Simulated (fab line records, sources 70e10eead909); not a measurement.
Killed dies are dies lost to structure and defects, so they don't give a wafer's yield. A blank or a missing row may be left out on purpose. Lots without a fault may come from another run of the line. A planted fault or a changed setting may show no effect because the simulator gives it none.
Chamber matching | flow nand_harc | NHARC_A_STAIRCASE_DESCUM_186 on rie_diel-13: 4 sister chambers
The step chemistry O2, time 3 s. 27 wafers are shown with their chamber, then 12 later ones without.

WAFERS WITH THEIR CHAMBER
wafer  | chamber | drypump_motor_current_A (A) | showerhead_plenum_p_Torr (Torr) | oes_product_au (a.u.)
L074.2 | 3       | 4.9                         | 1.81                            | 1.006
L074.4 | 0       | 5.3                         | 1.77                            | 1.038
L074.5 | 3       | 4.9                         | 1.81                            | 1.005
L077.1 | 0       | 5.3                         | 1.76                            | 1.052
L077.4 | 3       | 4.9                         | 1.80                            | 1.019
L077.6 | 0       | 5.2                         | 1.76                            | 1.053
L076.1 | 0       | 5.2                         | 1.76                            | 1.052
L076.2 | 1       | 5.6                         | 1.86                            | 0.979
L076.5 | 2       | 5.4                         | 2.01                            | 1.022
L076.3 | 2       | 5.4                         | 2.01                            | 1.019
L076.4 | 3       | 4.9                         | 1.80                            | 1.018
L076.6 | 1       | 5.6                         | 1.86                            | 0.980
L081.2 | 1       | 5.6                         | 1.86                            | 1.001
L081.3 | 3       | 4.9                         | 1.80                            | 1.012
L081.5 | 3       | 5.0                         | 1.80                            | 1.021
L084.1 | 3       | 4.9                         | 1.80                            | 1.014
L084.2 | 1       | 5.6                         | 1.86                            | 0.995
L084.3 | 2       | 5.4                         | 2.00                            | 0.996
L088.1 | 2       | 5.4                         | 2.00                            | 0.992
L088.2 | 0       | 5.2                         | 2.07                            | 1.020
L088.4 | 1       | 5.6                         | 1.86                            | 0.992
L089.1 | 1       | 5.6                         | 1.86                            | 0.998
L089.2 | 0       | 5.2                         | 2.07                            | 1.031
L089.5 | 3       | 5.0                         | 1.80                            | 1.010
L091.1 | 3       | 4.9                         | 1.80                            | 1.011
L091.2 | 0       | 5.3                         | 2.07                            | 1.008
L091.6 | 2       | 5.4                         | 2.00                            | 0.995

SIGNATURES (means of the wafers above)
reading                  | chamber 0 | chamber 1 | chamber 2 | chamber 3 | scatter within a chamber
drypump_motor_current_A  | 5.243     | 5.600     | 5.400     | 4.922     | 0.0377
showerhead_plenum_p_Torr | 1.8943    | 1.8600    | 2.0040    | 1.8022    | 0.084
oes_product_au           | 1.03629   | 0.99083   | 1.00480   | 1.01289   | 0.0121
Rule: a wafer's distance from a chamber is the root of the sum, over the readings, of the square of ((its reading less the chamber's mean) divided by the reading's scatter). The wafer belongs to the nearest chamber; if the next one is less than 2 further off, it can't be placed. The scatter: the root of (the sum of the squares of (reading less its chamber's mean) over the shown wafers, divided by (wafers less chambers)).

WAFERS WITHOUT THEIR CHAMBER
wafer  | drypump_motor_current_A (A) | showerhead_plenum_p_Torr (Torr) | oes_product_au (a.u.)
L093.1 | 5.3                         | 2.07                            | 1.017
L093.2 | 5.6                         | 1.85                            | 0.997
L093.4 | 5.4                         | 2.00                            | 0.994
L093.3 | 5.0                         | 1.79                            | 1.020
L093.5 | 5.6                         | 1.85                            | 0.994
L093.6 | 5.4                         | 2.00                            | 1.000
L095.2 | 5.2                         | 2.06                            | 1.020
L095.4 | 5.5                         | 1.85                            | 1.007
L095.5 | 4.9                         | 1.79                            | 1.025
L096.1 | 5.4                         | 1.99                            | 1.000
L096.3 | 5.6                         | 1.85                            | 1.010
L096.4 | 5.2                         | 2.06                            | 1.026

WHICH CHAMBER EACH WENT THROUGH
wafer  | from the rows above     | in truth
L093.1 | can't be placed: 2 or 0 | 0
L093.2 | 1                       | 1
L093.4 | 2                       | 2
L093.3 | 3                       | 3
L093.5 | 1                       | 1
L093.6 | 2                       | 2
L095.2 | 0                       | 0
L095.4 | can't be placed: 1 or 2 | 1
L095.5 | 3                       | 3
L096.1 | 2                       | 2
L096.3 | 1                       | 1
L096.4 | 0                       | 0
Placed correctly: 10 of 12. Can't be placed from these rows: 2 (the true chamber is among the candidates in 2). Placed wrongly: 0.
